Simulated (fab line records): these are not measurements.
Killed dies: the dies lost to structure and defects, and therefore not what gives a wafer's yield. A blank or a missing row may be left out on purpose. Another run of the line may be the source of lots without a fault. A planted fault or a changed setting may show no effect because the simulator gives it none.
Chamber matching | flow n5-finfet | N5_BEOL_M2_ETCH_74 on rie-diel-02 has 4 sister chambers
The step etches underlayer in N2/H2, target depth 6.5 nm, time 5.2 s. 14 wafers are shown with their chamber, then 7 later ones without.

WAFERS WITH THEIR CHAMBER
wafer  | chamber | showerhead-plenum-p-Torr (Torr) | throttle-valve-pct (%) | etch-rf-on-time-s (s)
L078.2 | 2       | 2.51                            | 18.13                  | 5.27
L078.5 | 1       | 2.68                            | 17.70                  | 5.26
L078.6 | 2       | 2.51                            | 18.13                  | 5.21
L079.3 | 3       | 2.64                            | 17.77                  | 5.31
L079.4 | 0       | 2.70                            | 17.60                  | 5.15
L079.6 | 2       | 2.51                            | 18.13                  | 5.26
L085.1 | 0       | 2.70                            | 17.59                  | 5.11
L085.2 | 1       | 2.67                            | 17.75                  | 5.20
L085.6 | 0       | 2.70                            | 17.61                  | 5.12
L087.1 | 0       | 2.70                            | 17.63                  | 5.08
L087.5 | 1       | 2.67                            | 17.74                  | 5.18
L087.6 | 0       | 2.69                            | 17.62                  | 5.06
L090.1 | 3       | 2.63                            | 17.81                  | 5.30
L090.4 | 2       | 2.50                            | 17.73                  | 5.14

SIGNATURES (means of the wafers above)
reading                  | chamber 0 | chamber 1 | chamber 2 | chamber 3 | scatter within a chamber
showerhead-plenum-p-Torr | 2.6980    | 2.6733    | 2.5075    | 2.6350    | 0.00521
throttle-valve-pct       | 17.6100   | 17.7300   | 18.0300   | 17.7900   | 0.111
etch-rf-on-time-s        | 5.1040    | 5.2133    | 5.2200    | 5.3050    | 0.0436
Rule: a wafer's distance from a chamber is the root of the sum, over the readings, of the square of ((its reading less the chamber's mean) divided by the reading's scatter). The wafer belongs to the nearest chamber; if the next one is less than 2 further off, it can't be placed. How the scatter is found: for the shown wafers, subtract from each reading the mean of its chamber, square and add these, divide the total by (wafers less chambers), then take the root.

WAFERS WHOSE CHAMBER IS MISSING
wafer  | showerhead-plenum-p-Torr (Torr) | throttle-valve-pct (%) | etch-rf-on-time-s (s)
L090.5 | 2.63                            | 17.81                  | 5.28
L089.1 | 2.67                            | 17.72                  | 5.21
L089.2 | 2.69                            | 17.64                  | 5.08
L089.5 | 2.50                            | 17.72                  | 5.08
L091.3 | 2.69                            | 17.60                  | 5.13
L091.4 | 2.63                            | 17.82                  | 5.26
L091.5 | 2.50                            | 17.74                  | 5.11

CHAMBER TAKEN BY EACH
wafer  | from the rows above | in truth
L090.5 | 3                   | 3
L089.1 | 1                   | 1
L089.2 | 0                   | 0
L089.5 | 2                   | 2
L091.3 | 0                   | 0
L091.4 | 3                   | 3
L091.5 | 2                   | 2
7 of 7 placed correctly. Number that these rows cannot place: 0. 0 placed wrongly.
